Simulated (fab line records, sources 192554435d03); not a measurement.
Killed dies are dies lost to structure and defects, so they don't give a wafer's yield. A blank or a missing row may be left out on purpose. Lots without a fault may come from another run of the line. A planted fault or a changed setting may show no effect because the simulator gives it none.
Split-lot experiment | flow n5_finfet | 7 lots, 21 wafers read, on a route of 1938 steps

THE SPLIT
At N5_PASSIVATION_PECVD_53 (deposits SiO2 from TEOS/O2, target thk 800 nm, time 169.4 s), the setting time_s was moved away from the recipe's 169.4 s on 7 of the 21 wafers read, by -14.8% to +14.2%. The other wafers ran this setting at the recipe's value.

The reading is taken at the split's own step.

THE READING
SiO2_of_PASSIVATION_PECVD_53.thk_nm (the simulator's own value, which no gauge read), in nm, at N5_PASSIVATION_PECVD_53 (deposits SiO2 from TEOS/O2, target thk 800 nm, time 169.4 s). The file gives no usual value for it. The 14 wafers here that ran the recipe average 808.6 nm, standard deviation 10 nm.

wafer  | tool, chamber at the split | time_s as run, s | against the recipe | SiO2_of_PASSIVATION_PECVD_53.thk_nm, nm | against lot-mates on the recipe
L079.1 | pecvd-03, 1                | 169.4            | recipe             | 813.4                                   | -
L079.5 | pecvd-03, 1                | 169.4            | recipe             | 826.8                                   | -
L079.6 | pecvd-03, 0                | 169.4            | recipe             | 808                                     | -
L084.4 | pecvd-04, 2                | 193.4            | +14.2%             | 919.4                                   | +117.6
L084.5 | pecvd-04, 0                | 193.4            | +14.2%             | 923                                     | +121.2
L084.6 | pecvd-04, 1                | 169.4            | recipe             | 801.8                                   | -
L089.1 | pecvd-04, 1                | 193.2            | +14.0%             | 900.8                                   | +91.6
L089.3 | pecvd-04, 2                | 169.4            | recipe             | 804.2                                   | -
L089.6 | pecvd-04, 2                | 169.4            | recipe             | 814.2                                   | -
L087.2 | pecvd-01, 0                | 169.4            | recipe             | 793.6                                   | -
L087.4 | pecvd-01, 2                | 169.4            | recipe             | 803                                     | -
L087.5 | pecvd-01, 2                | 145.3            | -14.2%             | 691                                     | -107.3
L091.3 | pecvd-03, 1                | 185.4            | +9.4%              | 881.6                                   | +76.3
L091.4 | pecvd-03, 2                | 169.4            | recipe             | 793                                     | -
L091.6 | pecvd-03, 1                | 169.4            | recipe             | 817.6                                   | -
L093.3 | pecvd-03, 1,2              | 144.4            | -14.8%             | 697.2                                   | -125.8
L093.5 | pecvd-03, 1,2              | 144.4            | -14.8%             | 697.2                                   | -125.8
L093.6 | pecvd-03, 1                | 169.4            | recipe             | 823                                     | -
L092.2 | pecvd-01, 0                | 169.4            | recipe             | 797                                     | -
L092.4 | pecvd-01, 1                | 169.4            | recipe             | 811.6                                   | -
L092.6 | pecvd-01, 0                | 169.4            | recipe             | 813                                     | -
Where a row lists several chambers, the file gives one row for several wafers and doesn't say which wafer went through which chamber.

THE FIT
A straight line over all 21 wafers: SiO2_of_PASSIVATION_PECVD_53.thk_nm changes by +7.65 nm for each +1% of time_s; r = +0.99; the points scatter about the line by 9.6 nm.
The same after taking each lot's own level away (the mean of its wafers on the recipe; 21 wafers): +8.02 nm for each +1%; r = +0.99; scatter 8.6 nm.
On that fit, the largest move of time_s shifts the reading by 1.2e+02 nm.
The lots' own levels span 798.30 to 823.00 nm, that is 2.5 times the standard deviation above.
So the lot-to-lot level changes the slope little: the two slopes agree.
Check: with one of the wafers moved furthest among these (-14.8%) left out of the fit, the line predicts -117 nm for it against its lot-mates. It came out at -126 nm against them.

OTHER SPLITS ON THESE WAFERS
These wafers also went through other splits before the reading. Each is held against what the fit with the lots' levels taken away leaves over:
other split on the same wafers | wafers away from the commonest value | r with SiO2_of_PASSIVATION_PECVD_53.thk_nm (lot level and that fit taken away)
N5_MIM_BOT_ETCH_ETCH_04 time_s | 9                                    | -0.03

THE WHOLE CHAIN: every reading that the file lists as answering this split, in the file's order
step                    | what it does                                                | reading                                                                              | change (the file's fit)                                                          | r (the file's)
N5_PASSIVATION_PECVD_53 | deposits SiO2 from TEOS/O2, target thk 800 nm, time 169.4 s | SiO2_of_PASSIVATION_PECVD_53.thk_nm (the simulator's own value, which no gauge read) | +7.8 nm for each +1% of the setting                                              | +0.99
N5_PASSIVATION_PROBE_49 |                                                             | defect_limited_yield                                                                 | not straight: 87.8 at the lowest setting, 91.5 at the recipe, 2.2 at the highest | not given
N5_PASSIVATION_PROBE_49 |                                                             | killed_at_other                                                                      | not straight: 2 at the lowest setting, 4 at the recipe, 1066 at the highest      | not given
N5_PASSIVATION_PROBE_49 |                                                             | killed_dies                                                                          | not straight: 144 at the lowest setting, 100 at the recipe, 1154 at the highest  | not given
N5_PASSIVATION_PROBE_49 |                                                             | sort_bin_5_function                                                                  | not straight: 5.7 at the lowest setting, 5.0 at the recipe, 94.9 at the highest  | not given
N5_PASSIVATION_PROBE_49 |                                                             | sort_n_pass                                                                          | not straight: 1036 at the lowest setting, 1080 at the recipe, 26 at the highest  | not given
N5_PASSIVATION_PROBE_49 |                                                             | sort_yield_pct                                                                       | not straight: 87.8 at the lowest setting, 91.5 at the recipe, 2.2 at the highest | not given

THE FILE'S OWN FIT
SiO2_of_PASSIVATION_PECVD_53.thk_nm changes by +7.8 nm for each +1% of time_s, r = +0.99.
